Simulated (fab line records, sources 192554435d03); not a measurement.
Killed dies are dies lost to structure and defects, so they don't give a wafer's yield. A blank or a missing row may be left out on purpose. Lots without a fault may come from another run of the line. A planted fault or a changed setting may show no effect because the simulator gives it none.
Split-lot experiment | flow n5_finfet | 7 lots, 21 wafers read, on a route of 1938 steps

THE SPLIT
At N5_BEOL_M1_COAT_05 (resist thk 30 nm), the setting spin_rpm was moved away from the recipe's 1500 rpm on 8 of the 21 wafers read, by -5.5% to +9.2%. The other wafers ran this setting at the recipe's value.

FROM THE SPLIT TO THE READING: what the file shows between them, 4 steps
- N5_BEOL_M1_EBR_07
- N5_BEOL_M1_SOFTBAKE_06: time 60 s
- N5_BEOL_M1_DESCUM_16: chemistry O2, time 7 s
- N5_BEOL_M1_ETCH_74: etches underlayer in N2/H2, target depth 6.5 nm, time 5.2 s

THE READING
CAR-EUV_of_BEOL_M1_COAT_05.thk_nm (the simulator's own value, which no gauge read), in nm, at N5_BEOL_M1_ETCH_63 (etches SiARC in CF4, target depth 15.6 nm, time 26 s). The file gives no usual value for it. The 13 wafers here that ran the recipe average 11.2 nm, standard deviation 0.11 nm.

wafer  | tool, chamber at the split | spin_rpm as run, rpm | against the recipe | CAR-EUV_of_BEOL_M1_COAT_05.thk_nm, nm | against lot-mates on the recipe
L077.2 | litho_track-01, 0          | 1500                 | recipe             | 11.2                                  | -
L077.6 | litho_track-01, 0          | 1500                 | recipe             | 11.2                                  | -
L077.4 | litho_track-01, 0          | 1500                 | recipe             | 11                                    | -
L081.1 | litho_track-04, 0          | 1500                 | recipe             | 11.2                                  | -
L081.3 | litho_track-04, 0          | 1500                 | recipe             | 11.2                                  | -
L081.2 | litho_track-04, 0          | 1566                 | +4.4%              | 10.6                                  | -0.6
L087.1 | litho_track-02, 0          | 1500                 | recipe             | 11                                    | -
L087.3 | litho_track-02, 0          | 1574                 | +4.9%              | 10.4                                  | -0.7
L087.6 | litho_track-02, 0          | 1500                 | recipe             | 11.2                                  | -
L088.3 | litho_track-01, 0          | 1500                 | recipe             | 11.2                                  | -
L088.4 | litho_track-01, 0          | 1417                 | -5.5%              | 12                                    | +0.8
L088.5 | litho_track-01, 0          | 1417                 | -5.5%              | 12                                    | +0.8
L089.2 | litho_track-01, 0          | 1638                 | +9.2%              | 9.8                                   | -1.4
L089.3 | litho_track-01, 0          | 1638                 | +9.2%              | 9.8                                   | -1.4
L089.4 | litho_track-01, 0          | 1500                 | recipe             | 11.2                                  | -
L094.2 | litho_track-04, 0          | 1500                 | recipe             | 11.2                                  | -
L094.5 | litho_track-04, 0          | 1500                 | recipe             | 11.2                                  | -
L094.6 | litho_track-04, 0          | 1500                 | recipe             | 11                                    | -
L097.1 | litho_track-02, 0          | 1445                 | -3.7%              | 11.8                                  | +0.4
L097.2 | litho_track-02, 0          | 1445                 | -3.7%              | 12                                    | +0.6
L097.3 | litho_track-02, 0          | 1500                 | recipe             | 11.4                                  | -

THE FIT
A straight line over all 21 wafers: CAR-EUV_of_BEOL_M1_COAT_05.thk_nm changes by -0.154 nm for each +1% of spin_rpm; r = -0.98; the points scatter about the line by 0.11 nm.
The same after taking each lot's own level away (the mean of its wafers on the recipe; 21 wafers): -0.147 nm for each +1%; r = -0.99; scatter 0.074 nm.
On that fit, the largest move of spin_rpm shifts the reading by 1.4 nm.
The lots' own levels span 11.10 to 11.40 nm, that is 2.8 times the standard deviation above.
So the lot-to-lot level changes the slope little: the two slopes agree.
Check: with one of the wafers moved furthest among these (+9.2%) left out of the fit, the line predicts -1.34 nm for it against its lot-mates. It came out at -1.4 nm against them.

THE WHOLE CHAIN: every reading that the file lists as answering this split, in the file's order
step               | what it does                                         | reading                                                                            | change (the file's fit)               | r (the file's)
N5_BEOL_M1_COAT_05 | resist thk 30 nm                                     | CAR-EUV_of_BEOL_M1_COAT_05.thk_nm (the simulator's own value, which no gauge read) | -0.142 nm for each +1% of the setting | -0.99
N5_BEOL_M1_ETCH_63 | etches SiARC in CF4, target depth 15.6 nm, time 26 s | CAR-EUV_of_BEOL_M1_COAT_05.thk_nm (the simulator's own value, which no gauge read) | -0.146 nm for each +1% of the setting | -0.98

THE FILE'S OWN FIT
CAR-EUV_of_BEOL_M1_COAT_05.thk_nm changes by -0.146 nm for each +1% of spin_rpm, r = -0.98.
